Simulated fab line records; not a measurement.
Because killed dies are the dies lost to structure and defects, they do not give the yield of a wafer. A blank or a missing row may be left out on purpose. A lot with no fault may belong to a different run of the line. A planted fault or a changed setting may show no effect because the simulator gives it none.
A struck lot beside a sound one || flow nand harc || 20 steps out of a route of 1302
Sound: the wafers L888.1, L888.3, L888.6. Struck: wafers L905.2, L905.6 (left out: L905.5, a lot-mate that was not struck); the cause follows at the end.
Each step with rows lists, per side, the tool, then ch with its chambers, then its first start. Under that, the readings that differ: sound wafers || struck wafers || difference of the means || sigmas: that difference in standard deviations of wafers without a fault.
alike: readings with means less than 2 such deviations apart, plus words and numbers identical on both sides. not compared: withheld readings, readings lacking a value on some wafer, bounds such as >300 that could conceal the same value, and numbers that have no deviation in the record and whose values overlap.
Wherever a step has rows on one side only, a row that says differs or no value, or a row with sigmas, the two part there. When numbers do not overlap yet have no deviation, they are printed without sigmas and do not part them. A reading missing from all wafers of one side parts the sides only when that side holds two or more wafers.

first, 1 step without rows for these wafers: NHARC_P_GATE_DEVELOP_90 (time 70 s).
NHARC_P_GATE_CD_MEAS_91: target cd 2000 nm.
  sound on cd sem-03 ch 0, day 7 13:10; struck on cd sem-02 ch 0, day 14 11:11
  alike: cd nm
then, 1 step without rows for these wafers: NHARC_P_GATE_HARDBAKE_92 (time 80 s).
NHARC_P_GATE_DESCUM_93: chemistry O2, time 3 s.
  sound on rie diel-12 ch 0,2, day 7 13:20; struck on rie diel-10 ch 1,3, day 14 11:23
  alike: chamber pressure mTorr, drypump motor current A, oes product au, rf vpp V, showerhead plenum p Torr, throttle valve pct
  not compared: rf hours counter h
then, 1 step without rows for these wafers: NHARC_P_GATE_IMPLANT_94.
NHARC_P_GATE_STRIP_113: strips in N2/H2, time 740 s.
  sound on plasma asher-02 ch 0,1, day 7 13:52; struck on plasma asher-02 ch 0,1, day 14 11:50
  alike: drypump motor current A, heater power w
  not compared: rf hours counter h
then, 2 steps without rows for these wafers: NHARC_P_GATE_STRIP_95 (strips in O2); NHARC_P_GATE_STRIP_96 (strips in SPM, time 900 s).
NHARC_P_GATE_RTA_64: time 1 s.
  sound on rtp anneal-01 ch 0, day 7 15:19; struck on rtp anneal-02 ch 0, day 14 13:02
{"reading": "lamp power pct (%)", "sound": "32.9 32.9 32.9", "struck": "37.5 37.5", "difference": "+4.6", "sigmas": "+2"}
{"reading": "lamp_zone_7_pct (%)", "sound": "33.3 33.3 33.3", "struck": "38.0 38.0", "difference": "+4.7", "sigmas": "+2"}
  alike: wafer_temp_C_max
then, 1 step without rows for these wafers: NHARC_P_GATE_ETCH_77 (etches SiO2 in dHF, target depth 6 nm).
NHARC_P_GATE_DEGAS_109: time 60 s.
  struck on pvd sputter-02, day 14 13:19; sound on pvd sputter-02, day 7 15:38
{"reading": "susceptor temp C (C)", "sound": "- - -", "struck": "299.71 300.02", "difference": "no value on the sound wafers", "sigmas": ""}
  alike: heater power w
then, 1 step without rows for these wafers: NHARC_P_GATE_PRE_CLEAN_110 (time 30 s).
NHARC_P_GATE_SPUTTER_78: material Ni, target thk 10 nm.
  struck on pvd sputter-02, day 14 13:25; sound on pvd sputter-02, day 7 15:43
then, 1 step without rows for these wafers: NHARC_P_GATE_SPUTTER_79 (material TiN, target thk 10 nm).
NHARC_P_GATE_RTA_80: time 30 s.
  sound on rtp anneal-01 ch 0, day 7 15:55; struck on rtp anneal-01 ch 0, day 14 13:37
  alike: lamp_zone_7_pct, wafer_temp_C_max
then, 2 steps without rows for these wafers: NHARC_P_GATE_STRIP_67 (strips in SPM, time 600 s); NHARC_P_GATE_RTA_82 (time 30 s).
NHARC_P_GATE_INSPECT_68:
  struck on defect inspect-02, day 14 14:15; sound on defect inspect-01, day 7 16:34
{"reading": "raw defect count", "sound": "239 232 209", "struck": "756 891", "difference": "+597", "sigmas": "+10"}
then, 1 step without rows for these wafers: NHARC_P_CONTACT_DEP_30 (deposits SiNx, target thk 30 nm).
-- break in the record here, with 18 days between the starts of the struck wafers on either side (left off in module P_CONTACT, picked up again in module END, where the first step shown is number 1302 on the route) --
NHARC_END_SORT_01:
  at this point the record logs the struck wafers (prober-01 ch 0, day 32 21:15) and has no rows for the sound ones

## WHERE THEY PART
Earliest at NHARC_P_GATE_RTA_64; latest, in this record, at NHARC_END_SORT_01.

WHY: what had been put in by the simulator
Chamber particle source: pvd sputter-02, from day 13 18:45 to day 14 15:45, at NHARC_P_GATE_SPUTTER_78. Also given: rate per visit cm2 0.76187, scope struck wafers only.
